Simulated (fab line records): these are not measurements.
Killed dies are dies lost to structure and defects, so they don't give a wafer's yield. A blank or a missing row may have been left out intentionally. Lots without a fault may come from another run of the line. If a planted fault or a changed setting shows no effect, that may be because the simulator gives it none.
fab line records	flow n5_finfet
record: lots: 7	wafers: 21
route steps=1938 shown BEOL_M7@1308 BEOL_M8@1348 BEOL_M9@1408 BEOL_M10@1495 BEOL_M11@1541
start_h: hours from the record's opening day to when the first of the lot's shown wafers began	wait_h: time in hours since the lot's previous step	" repeats the value in the row above	L1.1+2: one row covering several wafers at once	- no value, or no start was given	* or withheld: withheld	< > ~ a bound
route shown NAME@n: names a module that has steps shown in the file, with the first one's number in the route	usual: mean/standard deviation of fault-free wafers	same: alike in all rows	chamber/n: place in a boat	sites: the reading at each site	_std_site: the values' standard deviation	_edge_site: outer sites' mean less inner sites'	radius_mm: for every site, how far away it sits from the centre of the wafer	mask NAME#n: copy n	behind: the last tool/chamber to shape the wafer	hold: what put the lot on hold/how long, in hours/how the hold closed	device: whichever transistor did not switch (one of n, p or np)	end of line: tests run on the same wafers once the route is complete	where a step has no rows: the recipe by itself	killed: count of dies lost to structure and defects at first sort (not the wafer's yield)	map: a wafer's dies, marking killed ones x, the rest . and places with no die _
set.NAME: the run value of the setting; set.NAME@STEP: its run value at that earlier step	model.NAME: the simulator's own value behind a step, which no gauge read
lots whose settings were changed on purpose; a table a step, a row a wafer
== steps ==
step: N5_BEOL_M7_TRENCH_ETCH_37
recipe: chemistry: C4F6/O2	target_depth_a: 934.78	target: SiCOH_lowk	time_s: 31.2	ion_energy_ev: 250	pressure_mtorr: 30	source_w: 345	bias_w: 185	Ar_flow_sccm: 300	C4F6_flow_sccm: 10	O2_flow_sccm: 10
usual: rf_vpp_V: 668/9.6
lot.wafer	tool	chamber	start_h	wait_h	set.source_w	rf_vpp_V
L079.1	rie_diel-06	3	-	-	286.1	754
L079.3	"	0	"	"	286.1	744
L079.5	"	3	"	"	345	685
L078.1	rie_diel-03	0	-	-	345	668
L078.5	"	1	"	"	286.8	734
L078.6	"	0	"	"	345	669
L085.1	rie_diel-06	3	-	-	380.7	651
L085.5	"	3	"	"	380.7	651
L085.6	"	0	"	"	345	675
L087.1	rie_diel-06	0	-	-	313.6	710
L087.5	"	1	"	"	345	663
L087.6	"	2	"	"	345	662
L090.2	rie_diel-03	3	-	-	380.5	656
L090.4	"	0	"	"	345	669
L090.5	"	0	"	"	345	666
L092.2	rie_diel-05	1	-	-	345	667
L092.5	"	0	"	"	345	658
L092.6	"	1	"	"	345	666
L096.1	rie_diel-03	1	-	-	345	666
L096.3	"	0	"	"	345	667
L096.4	"	2	"	"	345	659
step: N5_BEOL_M7_ETCH_41
recipe: chemistry: CH3F/O2	target: SiCN	target_depth_a: 319	taper_deg: 2	time_s: 57.8	ion_energy_ev: 120	mask_material: TiN	pressure_mtorr: 30	source_w: 395	bias_w: 75	Ar_flow_sccm: 150	CH3F_flow_sccm: 30	O2_flow_sccm: 20
step: N5_BEOL_M7_STRIP_80
recipe: chemistry: N2/H2	time_s: 10	power_w: 450	temp_c: 40	pressure_mtorr: 20	rf_frequency_hz: 6e+07	bias_power_w: 7	n2_flow_sccm: 200	h2_flow_sccm: 200
step: N5_BEOL_M7_PRECLEAN_42
recipe: chemistry: residue_remover	time_s: 60	temp_c: 40
step: N5_BEOL_M7_SRD_43
recipe: time_s: 30	temp_c: 23	rinse_liquid: diw	dry: ipa_marangoni
step: N5_BEOL_M7_CD_MEAS_35
recipe: target_cd_nm: 40	polarity: opening
usual: cd_nm: 40.3/0.58
lot.wafer	tool	chamber	start_h	wait_h	set.dose_mj@BEOL_M7_EXPOSE_08	cd_nm
L079.1	cd_sem-03	-	239.52	0.0	68.25	40.9
L079.3	"	-	"	"	68.25	40.6
L079.5	"	-	"	"	68.25	41.1
L078.1	cd_sem-03	-	244.02	0.0	68.25	40.7
L078.5	"	-	"	"	68.25	40.1
L078.6	"	-	"	"	68.25	41.5
L085.1	cd_sem-01	-	257.82	0.0	68.25	40.9
L085.5	"	-	"	"	65.11	37.9
L085.6	"	-	"	"	65.11	37.4
L087.1	cd_sem-02	-	277.58	0.0	68.25	39.2
L087.5	"	-	"	"	68.25	40.0
L087.6	"	-	"	"	68.25	39.8
L090.2	cd_sem-03	-	296.54	0.0	73	45.0
L090.4	"	-	"	"	73	44.1
L090.5	"	-	"	"	68.25	41.4
L092.2	cd_sem-02	-	305.54	0.0	68.25	40.5
L092.5	"	-	"	"	68.25	41.4
L092.6	"	-	"	"	68.25	40.9
L096.1	cd_sem-02	-	335.19	0.0	68.25	39.2
L096.3	"	-	"	"	68.25	40.3
L096.4	"	-	"	"	66.71	37.9
step: N5_BEOL_M8_DESCUM_16
recipe: chemistry: O2	time_s: 7.9	source_power_w: 50	bias_power_w: 20	pressure_mtorr: 20	rf_frequency_hz: 2.712e+07	temp_c: 40	resist: CAR-ArF	o2_flow_sccm: 225
lot.wafer	tool	chamber	start_h	wait_h	set.time_s	model.CAR-ArF_of_BEOL_M8_COAT_05.thk_nm
L079.1	rie_diel-04	2	246.67	0.3	7.9	83.4
L079.3+5	"	0,1	"	"	9.366	82.6
L078.1	rie_diel-02	3	249.52	0.0	8.582	82.4
L078.5+6	"	1,0	"	"	7.9	83
L085.1	rie_diel-01	0	265.13	0.4	7.9	83.6
L085.5	"	2	"	"	9.049	83.2
L085.6	"	1	"	"	9.049	82.8
L087.1	rie_diel-01	2	282.69	0.1	7.9	83.2
L087.5	"	0	"	"	7.9	83
L087.6	"	3	"	"	6.638	83.8
L090.2	rie_diel-01	2	302.21	1.0	7.9	83.4
L090.4	"	3	"	"	7.9	83.8
L090.5	"	2	"	"	7.9	83.6
L092.2+5	rie_diel-02	1,0	312.41	0.2	7.9	83.4
L092.6	"	3	"	"	7.9	83.2
L096.1+4	rie_diel-04	0,2	339.40	0.1	7.9	83.6
L096.3	"	1	"	"	7.9	83.4
step: N5_BEOL_M9_COAT_05
recipe: resist: CAR-ArF	spin_rpm: 1500	resist_thk_nm: 90
lot.wafer	tool	chamber	start_h	wait_h	set.spin_rpm	model.CAR-ArF_of_BEOL_M9_COAT_05.thk_nm
L079.1+5	litho_track-03	0	-	-	1500	90.6
L079.3	"	0	"	"	1500	90.4
L078.1	litho_track-04	0	-	-	1500	90
L078.5	"	0	"	"	1500	90.2
L078.6	"	0	"	"	1500	89.8
L085.1	litho_track-04	0	-	-	1369	94.6
L085.5	"	0	"	"	1500	90.2
L085.6	"	0	"	"	1500	90.6
L087.1	litho_track-04	0	-	-	1500	89.8
L087.5	"	0	"	"	1632	86.2
L087.6	"	0	"	"	1500	90
L090.2	litho_track-02	0	-	-	1500	90
L090.4	"	0	"	"	1500	90.2
L090.5	"	0	"	"	1500	89.8
L092.2+5	litho_track-02	0	-	-	1500	90.2
L092.6	"	0	"	"	1500	90
L096.1+3	litho_track-04	0	-	-	1500	89.8
L096.4	"	0	"	"	1500	90
step: N5_BEOL_M9_DESCUM_16
recipe: chemistry: O2	time_s: 7.9	source_power_w: 50	bias_power_w: 20	pressure_mtorr: 20	rf_frequency_hz: 2.712e+07	temp_c: 40	resist: CAR-ArF	o2_flow_sccm: 225
lot.wafer	tool	chamber	start_h	wait_h	set.time_s	set.spin_rpm@BEOL_M9_COAT_05	model.CAR-ArF_of_BEOL_M9_COAT_05.thk_nm
L079.1	rie_diel-06	3	255.73	0.0	7.9	1500	84
L079.3	"	1	"	"	9.089	1500	83
L079.5	"	2	"	"	9.089	1500	83.2
L078.1+5	rie_diel-03	3,1	256.00	0.0	7.9	1500	83.6
L078.6	"	3	"	"	9.467	1500	82.4
L085.1	rie_diel-03	1	272.47	0.2	7.9	1369	88.2
L085.5	"	1	"	"	7.9	1500	83.8
L085.6	"	2	"	"	7.9	1500	84
L087.1	rie_diel-06	3	290.26	0.0	7.9	1500	83.2
L087.5	"	1	"	"	8.833	1632	79.2
L087.6	"	3	"	"	8.833	1500	82.8
L090.2	rie_diel-06	2	310.73	0.0	7.9	1500	83.4
L090.4	"	0	"	"	7.9	1500	83.6
L090.5	"	3	"	"	7.9	1500	83.2
L092.2+5+6	rie_diel-03	1,2,1	321.87	0.0	7.9	1500	83.6
L096.1+3	rie_diel-06	2,0	348.28	0.1	7.9	1500	83.2
L096.4	"	3	"	"	6.579	1500	84.2
step: N5_BEOL_M9_ETCH_61
recipe: chemistry: CF4	target: SiARC	target_depth_a: 390	mask_material: CAR-ArF	time_s: 65	ion_energy_ev: 80	pressure_mtorr: 40	source_w: 545	bias_w: 36	Ar_flow_sccm: 100	cf4_flow_sccm: 100	ends: cleared
lot.wafer	tool	chamber	start_h	wait_h	set.spin_rpm@BEOL_M9_COAT_05	set.time_s@BEOL_M9_DESCUM_16	model.CAR-ArF_of_BEOL_M9_COAT_05.thk_nm
L079.1	rie_diel-06	3	255.77	0.0	1500	7.9	55.8
L079.3	"	1	"	"	1500	9.089	55
L079.5	"	2	"	"	1500	9.089	55.2
L078.1	rie_diel-03	3	256.04	0.0	1500	7.9	55.6
L078.5	"	1	"	"	1500	7.9	55.8
L078.6	"	3	"	"	1500	9.467	54.2
L085.1	rie_diel-03	1	272.51	0.0	1369	7.9	60.2
L085.5+6	"	1,2	"	"	1500	7.9	56
L087.1	rie_diel-06	3	290.29	0.0	1500	7.9	55.2
L087.5	"	1	"	"	1632	8.833	51.2
L087.6	"	3	"	"	1500	8.833	54.8
L090.2	rie_diel-06	2	310.76	0.0	1500	7.9	55.4
L090.4	"	0	"	"	1500	7.9	55.6
L090.5	"	3	"	"	1500	7.9	55.2
L092.2+5	rie_diel-03	1,2	321.90	0.0	1500	7.9	55.8
L092.6	"	1	"	"	1500	7.9	55.6
L096.1	rie_diel-06	2	348.32	0.0	1500	7.9	55.2
L096.3	"	0	"	"	1500	7.9	55.4
L096.4	"	3	"	"	1500	6.579	56.4
step: N5_BEOL_M10_COAT_64
recipe: resist: SiARC	temp_c: 220	time_s: 60	spin_rpm: 1500	resist_thk_nm: 30
lot.wafer	tool	chamber	start_h	wait_h	set.spin_rpm	model.SiARC_of_BEOL_M10_COAT_64.thk_nm
L079.1+3	litho_track-01	0	-	-	1500	30
L079.5	"	0	"	"	1500	30.2
L078.1	litho_track-05	0	-	-	1500	29.8
L078.5+6	"	0	"	"	1387	31
L085.1	litho_track-02	0	-	-	1640	28.8
L085.5	"	0	"	"	1500	30
L085.6	"	0	"	"	1640	28.6
L087.1+5	litho_track-01	0	-	-	1500	29.8
L087.6	"	0	"	"	1500	30
L090.2+4+5	litho_track-02	0	-	-	1500	30
L092.2+5	litho_track-05	0	-	-	1500	30
L092.6	"	0	"	"	1500	29.8
L096.1+4	litho_track-01	0	-	-	1500	30
L096.3	"	0	"	"	1595	29.2
step: N5_BEOL_M10_PEB_26
recipe: peb_temp_c: withheld	peb_time_s: 60	resist: CAR-ArF
lot.wafer	tool	chamber	start_h	wait_h	set.peb_time_s
L079.1+5	litho_track-05	0	266.33	0.1	60
L079.3	"	0	"	"	63.98
L078.1+6	litho_track-01	0	266.50	0.1	60
L078.5	"	0	"	"	64.52
L085.1+5	litho_track-05	0	283.21	0.1	60
L085.6	"	0	"	"	46.93
L087.1+6	litho_track-05	0	301.81	0.1	48.16
L087.5	"	0	"	"	60
L090.2+5	litho_track-02	0	323.87	0.1	46.65
L090.4	"	0	"	"	60
L092.2+5+6	litho_track-02	0	334.42	0.1	60
L096.1+3	litho_track-05	0	359.64	0.1	60
L096.4	"	0	"	"	65.45
step: N5_BEOL_M10_DEVELOP_27
recipe: develop_time_s: 30	developer: TMAH	resist: CAR-ArF	rinse_liquid: diw	dry: air_spin	dev_temp_c: 23
step: N5_BEOL_M10_CD_MEAS_28
recipe: target_cd_nm: 70	landing_energy_ev: 500	detector: se_inlens	polarity: opening
usual: cd_nm: 70.3/0.98
lot.wafer	tool	chamber	start_h	wait_h	set.peb_time_s@BEOL_M10_PEB_26	cd_nm
L079.1	cd_sem-02	0	266.39	-	60	69.3
L079.3	"	0	"	"	63.98	71.8
L079.5	"	0	"	"	60	69.8
L078.1	cd_sem-02	0	266.56	-	60	70.5
L078.5	"	0	"	"	64.52	72.4
L078.6	"	0	"	"	60	70.4
L085.1	cd_sem-03	0	283.28	-	60	71.8
L085.5	"	0	"	"	60	70.4
L085.6	"	0	"	"	46.93	59.9
L087.1	cd_sem-03	0	301.88	-	48.16	59.3
L087.5	"	0	"	"	60	69.3
L087.6	"	0	"	"	48.16	59.9
L090.2	cd_sem-02	0	323.93	-	46.65	58.6
L090.4	"	0	"	"	60	71.2
L090.5	"	0	"	"	46.65	57.8
L092.2	cd_sem-03	0	334.48	-	60	69.6
L092.5	"	0	"	"	60	70.8
L092.6	"	0	"	"	60	70.2
L096.1	cd_sem-01	0	359.71	-	60	72.0
L096.3	"	0	"	"	60	71.9
L096.4	"	0	"	"	65.45	76.0
step: N5_BEOL_M10_DESCUM_33
recipe: chemistry: O2	time_s: 7.9	source_power_w: 50	bias_power_w: 20	pressure_mtorr: 20	rf_frequency_hz: 2.712e+07	temp_c: 40	resist: CAR-ArF	o2_flow_sccm: 225
step: N5_BEOL_M10_ETCH_65
recipe: chemistry: CF4	target: SiARC	target_depth_a: 390	mask_material: CAR-ArF	time_s: 65	ion_energy_ev: 80	pressure_mtorr: 40	source_w: 545	bias_w: 36	Ar_flow_sccm: 100	cf4_flow_sccm: 100	ends: cleared
lot.wafer	tool	chamber	start_h	wait_h	set.spin_rpm@BEOL_M10_COAT_64	model.etch.depth_nm	model.CAR-ArF_of_BEOL_M10_COAT_22.thk_nm
L079.1	rie_diel-01	0	266.52	0.0	1500	30.03	55.4
L079.3	"	2	"	"	1500	30.05	55.4
L079.5	"	1	"	"	1500	30.15	55.4
L078.1	rie_diel-02	0	266.69	0.0	1500	29.83	55.6
L078.5	"	0	"	"	1387	31.03	54.6
L078.6	"	1	"	"	1387	30.97	54.4
L085.1	rie_diel-02	1	283.40	0.0	1640	28.73	56.6
L085.5	"	2	"	"	1500	30.08	55.2
L085.6	"	1	"	"	1640	28.6	56.6
L087.1	rie_diel-04	3	302.85	0.0	1500	29.87	55.4
L087.5	"	3	"	"	1500	29.83	55.6
L087.6	"	0	"	"	1500	29.95	55.6
L090.2	rie_diel-04	1	324.06	0.0	1500	29.98	55.2
L090.4	"	1	"	"	1500	30.05	55.4
L090.5	"	2	"	"	1500	30.08	55
L092.2	rie_diel-02	3	334.61	0.0	1500	29.91	54.8
L092.5	"	3	"	"	1500	29.94	54.8
L092.6	"	0	"	"	1500	29.89	54.8
L096.1	rie_diel-01	3	359.83	0.0	1500	30.04	56
L096.3	"	0	"	"	1595	29.18	56.6
L096.4	"	1	"	"	1500	30.08	55.6
step: N5_BEOL_M11_COAT_59
recipe: resist: SOC	temp_c: 250	time_s: 60	spin_rpm: 1500	resist_thk_nm: 100
lot.wafer	tool	chamber	start_h	wait_h	set.spin_rpm	model.SOC_of_BEOL_M11_COAT_59.thk_nm
L079.1+3	litho_track-04	0	272.12	0.1	1628	96.6
L079.5	"	0	"	"	1500	100.4
L078.1+6	litho_track-04	0	272.79	0.1	1500	100.4
L078.5	"	0	"	"	1500	100.2
L085.1	litho_track-04	0	288.56	0.1	1500	100.6
L085.5+6	"	0	"	"	1626	96.6
L087.1	litho_track-03	0	309.35	0.1	1500	100.2
L087.5	"	0	"	"	1500	100
L087.6	"	0	"	"	1369	105
L090.2+4	litho_track-04	0	330.60	0.1	1500	100.4
L090.5	"	0	"	"	1341	106
L092.2+6	litho_track-05	0	339.04	0.1	1500	99.4
L092.5	"	0	"	"	1500	99.2
L096.1	litho_track-04	0	368.47	0.1	1500	100.2
L096.3+4	"	0	"	"	1660	95.4
step: N5_BEOL_M11_EXPOSE_08
recipe: mask_id: M11	na: 1.35	source_shape: dipole	sigma_inner: 0.411	sigma_outer: 0.611	polarization: te	dose_mj: 53.75
lot.wafer	tool	chamber	start_h	wait_h	mask	set.dose_mj
L079.1+3+5	arfi_scanner-01	0	272.37	-	M11#0	53.75
L078.1	arfi_scanner-02	0	273.03	-	M11#0	53.75
L078.5+6	"	0	"	"	M11#0	54.86
L085.1	arfi_scanner-02	0	288.80	-	M11#0	55.69
L085.5+6	"	0	"	"	M11#0	53.75
L087.1+5+6	arfi_scanner-02	0	309.59	-	M11#0	53.75
L090.2+5	arfi_scanner-02	0	330.72	-	M11#0	53.75
L090.4	"	0	"	"	M11#0	57.15
L092.2+5+6	arfi_scanner-02	0	339.29	-	M11#0	53.75
L096.1+3+4	arfi_scanner-03	0	368.72	-	M11#0	53.75
step: N5_BEOL_M11_PEB_09
recipe: peb_temp_c: withheld	peb_time_s: 60	resist: CAR-ArF
step: N5_BEOL_M11_DEVELOP_10
recipe: develop_time_s: 30	developer: TMAH	resist: CAR-ArF	rinse_liquid: diw	dry: air_spin	dev_temp_c: 23
step: N5_BEOL_M11_CD_MEAS_11
recipe: target_cd_nm: 64.1	landing_energy_ev: 500	detector: se_inlens	polarity: opening
usual: cd_nm: 64.0/0.46
lot.wafer	tool	chamber	start_h	wait_h	set.dose_mj@BEOL_M11_EXPOSE_08	cd_nm
L079.1	cd_sem-01	0	272.49	-	53.75	65.0
L079.3	"	0	"	"	53.75	64.2
L079.5	"	0	"	"	53.75	64.9
L078.1	cd_sem-03	0	273.16	-	53.75	64.4
L078.5	"	0	"	"	54.86	65.1
L078.6	"	0	"	"	54.86	65.8
L085.1	cd_sem-01	0	288.93	-	55.69	66.1
L085.5	"	0	"	"	53.75	64.0
L085.6	"	0	"	"	53.75	64.4
L087.1	cd_sem-02	0	309.72	-	53.75	63.9
L087.5	"	0	"	"	53.75	64.3
L087.6	"	0	"	"	53.75	63.6
L090.2	cd_sem-03	0	330.84	-	53.75	64.1
L090.4	"	0	"	"	57.15	67.3
L090.5	"	0	"	"	53.75	64.4
L092.2	cd_sem-03	0	339.41	-	53.75	63.6
L092.5	"	0	"	"	53.75	63.1
L092.6	"	0	"	"	53.75	63.5
L096.1	cd_sem-02	0	368.84	-	53.75	63.9
L096.3	"	0	"	"	53.75	64.0
L096.4	"	0	"	"	53.75	64.5
step: N5_BEOL_M11_DESCUM_16
recipe: chemistry: O2	time_s: 7.9	source_power_w: 50	bias_power_w: 20	pressure_mtorr: 20	rf_frequency_hz: 2.712e+07	temp_c: 40	resist: CAR-ArF	o2_flow_sccm: 225
step: N5_BEOL_M11_ETCH_61
recipe: chemistry: CF4	target: SiARC	target_depth_a: 390	mask_material: CAR-ArF	time_s: 65	ion_energy_ev: 80	pressure_mtorr: 40	source_w: 545	bias_w: 36	Ar_flow_sccm: 100	cf4_flow_sccm: 100	ends: cleared
lot.wafer	tool	chamber	start_h	wait_h	set.dose_mj@BEOL_M11_EXPOSE_08	model.BEOL_M11.cd_offset_nm
L079.1+5	rie_diel-03	2,1	272.76	0.0	53.75	1
L079.3	"	1	"	"	53.75	0.2
L078.1	rie_diel-05	3	273.37	0.0	53.75	0.4
L078.5	"	2	"	"	54.86	1.4
L078.6	"	1	"	"	54.86	1.6
L085.1	rie_diel-06	1	289.54	0.0	55.69	2.6
L085.5	"	3	"	"	53.75	0.2
L085.6	"	1	"	"	53.75	0.4
L087.1+6	rie_diel-03	3,0	310.38	0.0	53.75	-0.6
L087.5	"	1	"	"	53.75	0.4
L090.2+5	rie_diel-05	2,1	330.97	0.0	53.75	0.2
L090.4	"	3	"	"	57.15	3.4
L092.2	rie_diel-06	1	339.53	0.0	53.75	-0.6
L092.5	"	0	"	"	53.75	-1
L092.6	"	3	"	"	53.75	-0.4
L096.1	rie_diel-06	0	368.97	0.0	53.75	-0.2
L096.3	"	3	"	"	53.75	0.2
L096.4	"	1	"	"	53.75	0.4
step: N5_BEOL_M11_ETCH_62
recipe: chemistry: N2/H2	target: SOC	target_depth_a: 1100	overetch_a: 220	mask_material: SiARC	temp_c: 40	time_s: 165	ion_energy_ev: 200	pressure_mtorr: 30	source_w: 840	bias_w: 150	n2_flow_sccm: 200	h2_flow_sccm: 200
lot.wafer	tool	chamber	start_h	wait_h	set.spin_rpm@BEOL_M11_COAT_59	set.dose_mj@BEOL_M11_EXPOSE_08	model.etch.depth_nm	model.BEOL_M11.cd_offset_nm
L079.1	rie_diel-03	2	272.81	0.0	1628	53.75	96.5	1
L079.3	"	1	"	"	1628	53.75	96.57	0.2
L079.5	"	1	"	"	1500	53.75	100.4	1.2
L078.1	rie_diel-05	3	273.42	0.0	1500	53.75	100.4	0.6
L078.5	"	2	"	"	1500	54.86	100.1	1.8
L078.6	"	1	"	"	1500	54.86	100.5	1.8
L085.1	rie_diel-06	1	289.59	0.0	1500	55.69	100.7	2.8
L085.5	"	3	"	"	1626	53.75	96.57	-0.4
L085.6	"	1	"	"	1626	53.75	96.56	0.6
L087.1	rie_diel-03	3	310.43	0.0	1500	53.75	100.1	-0.6
L087.5	"	1	"	"	1500	53.75	100.1	0.6
L087.6	"	0	"	"	1369	53.75	105	-0.8
L090.2	rie_diel-05	2	331.02	0.0	1500	53.75	100.4	0.4
L090.4	"	3	"	"	1500	57.15	100.4	3.2
L090.5	"	1	"	"	1341	53.75	106	0.2
L092.2	rie_diel-06	1	339.58	0.0	1500	53.75	99.49	-0.4
L092.5	"	0	"	"	1500	53.75	99.19	-1
L092.6	"	3	"	"	1500	53.75	99.43	-0.6
L096.1	rie_diel-06	0	369.02	0.0	1500	53.75	100.2	-0.2
L096.3	"	3	"	"	1660	53.75	95.3	-0.4
L096.4	"	1	"	"	1660	53.75	95.31	0.6
step: N5_BEOL_M11_STRIP_68
recipe: chemistry: N2/H2	temp_c: 40	n2_flow_sccm: 200	h2_flow_sccm: 200	rf_frequency_hz: 6e+07
step: N5_BEOL_M11_STRIP_67
recipe: chemistry: CF4	resist: SiARC	power_w: 300	bias_power_w: 75	pressure_mtorr: 50	cf4_flow_sccm: 150	rf_frequency_hz: 6e+07
step: N5_BEOL_M11_HM_OPEN_17
recipe: chemistry: Cl2/BCl3	target_depth_a: 200	overetch_a: 60	target: TiN	mask_material: SOC	ion_energy_ev: 150	pressure_mtorr: 10	icp_w: 1000	bias_w: 126	Cl2_flow_sccm: 53.25	bcl3_flow_sccm: 21.75	Ar_flow_sccm: 25
step: N5_BEOL_M11_STRIP_19
recipe: chemistry: O2	power_w: 400	temp_c: 40	pressure_mtorr: 30	rf_frequency_hz: 6e+07	bias_power_w: 0	overash_fraction: 0.2	o2_flow_sccm: 225
step: N5_BEOL_M11_CD_MEAS_18
recipe: pitch_nm: 140	target_cd_nm: 70
usual: cd_nm: 69.8/0.55
lot.wafer	tool	chamber	start_h	wait_h	set.dose_mj@BEOL_M11_EXPOSE_08	cd_nm
L079.1	cd_sem-01	-	273.18	0.0	53.75	70.7
L079.3	"	-	"	"	53.75	70.2
L079.5	"	-	"	"	53.75	71.3
L078.1	cd_sem-03	-	273.79	0.0	53.75	70.4
L078.5	"	-	"	"	54.86	71.4
L078.6	"	-	"	"	54.86	71.5
L085.1	cd_sem-03	-	289.97	0.0	55.69	73.1
L085.5	"	-	"	"	53.75	69.4
L085.6	"	-	"	"	53.75	70.8
L087.1	cd_sem-02	-	310.81	0.0	53.75	69.3
L087.5	"	-	"	"	53.75	70.7
L087.6	"	-	"	"	53.75	69.2
L090.2	cd_sem-03	-	331.48	0.1	53.75	70.0
L090.4	"	-	"	"	57.15	73.3
L090.5	"	-	"	"	53.75	70.3
L092.2	cd_sem-02	-	339.98	0.1	53.75	69.5
L092.5	"	-	"	"	53.75	69.2
L092.6	"	-	"	"	53.75	69.6
L096.1	cd_sem-03	-	369.41	0.0	53.75	70.1
L096.3	"	-	"	"	53.75	70.0
L096.4	"	-	"	"	53.75	70.7
== key ==
split: step: N5_BEOL_M7_TRENCH_ETCH_37	setting: source_w	stated: 345	by: wafer
response: step: N5_BEOL_M7_TRENCH_ETCH_37	reading: rf_vpp_V	change: -3.44	per: 1%	r: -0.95
split: step: N5_BEOL_M8_DESCUM_16	setting: time_s	stated: 7.9	by: wafer
response: step: N5_BEOL_M8_DESCUM_16	reading: model.CAR-ArF_of_BEOL_M8_COAT_05.thk_nm	change: -0.0451	per: 1%	r: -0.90
split: step: N5_BEOL_M9_COAT_05	setting: spin_rpm	stated: 1500	by: wafer
response: step: N5_BEOL_M9_COAT_05	reading: model.CAR-ArF_of_BEOL_M9_COAT_05.thk_nm	change: -0.45	per: 1%	r: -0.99
response: step: N5_BEOL_M9_DESCUM_16	reading: model.CAR-ArF_of_BEOL_M9_COAT_05.thk_nm	change: -0.462	per: 1%	r: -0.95
response: step: N5_BEOL_M9_ETCH_61	reading: model.CAR-ArF_of_BEOL_M9_COAT_05.thk_nm	slope: -0.436	per: 1%	together_with: time_s@BEOL_M9_DESCUM_16	explained: 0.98
split: step: N5_BEOL_M9_DESCUM_16	setting: time_s	stated: 7.9	by: wafer
response: step: N5_BEOL_M9_ETCH_61	reading: model.CAR-ArF_of_BEOL_M9_COAT_05.thk_nm	slope: -0.0597	per: 1%	together_with: spin_rpm@BEOL_M9_COAT_05	explained: 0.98
split: step: N5_BEOL_M10_COAT_64	setting: spin_rpm	stated: 1500	by: wafer
response: step: N5_BEOL_M10_COAT_64	reading: model.SiARC_of_BEOL_M10_COAT_64.thk_nm	change: -0.143	per: 1%	r: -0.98
response: step: N5_BEOL_M10_ETCH_65	reading: model.etch.depth_nm	change: -0.15	per: 1%	r: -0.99
response: step: N5_BEOL_M10_ETCH_65	reading: model.CAR-ArF_of_BEOL_M10_COAT_22.thk_nm	change: +0.144	per: 1%	r: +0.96
split: step: N5_BEOL_M10_PEB_26	setting: peb_time_s	stated: 60	by: wafer
response: step: N5_BEOL_M10_CD_MEAS_28	reading: cd_nm	change: +0.513	per: 1%	r: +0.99
split: step: N5_BEOL_M11_COAT_59	setting: spin_rpm	stated: 1500	by: wafer
response: step: N5_BEOL_M11_COAT_59	reading: model.SOC_of_BEOL_M11_COAT_59.thk_nm	change: -0.492	per: 1%	r: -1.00
response: step: N5_BEOL_M11_ETCH_62	reading: model.etch.depth_nm	change: -0.497	per: 1%	r: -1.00
split: step: N5_BEOL_M11_EXPOSE_08	setting: dose_mj	stated: 53.75	by: wafer
response: step: N5_BEOL_M11_CD_MEAS_11	reading: cd_nm	change: +0.49	per: 1%	r: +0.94
response: step: N5_BEOL_M11_ETCH_61	reading: model.BEOL_M11.cd_offset_nm	change: +0.538	per: 1%	r: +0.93
response: step: N5_BEOL_M11_ETCH_62	reading: model.BEOL_M11.cd_offset_nm	change: +0.533	per: 1%	r: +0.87
response: step: N5_BEOL_M11_CD_MEAS_18	reading: cd_nm	change: +0.581	per: 1%	r: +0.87
split outside_this_file step=N5_BEOL_M7_EXPOSE_08 setting=dose_mj
split outside_this_file: this setting was split too, and the file shows its column; the key of that split is in another file
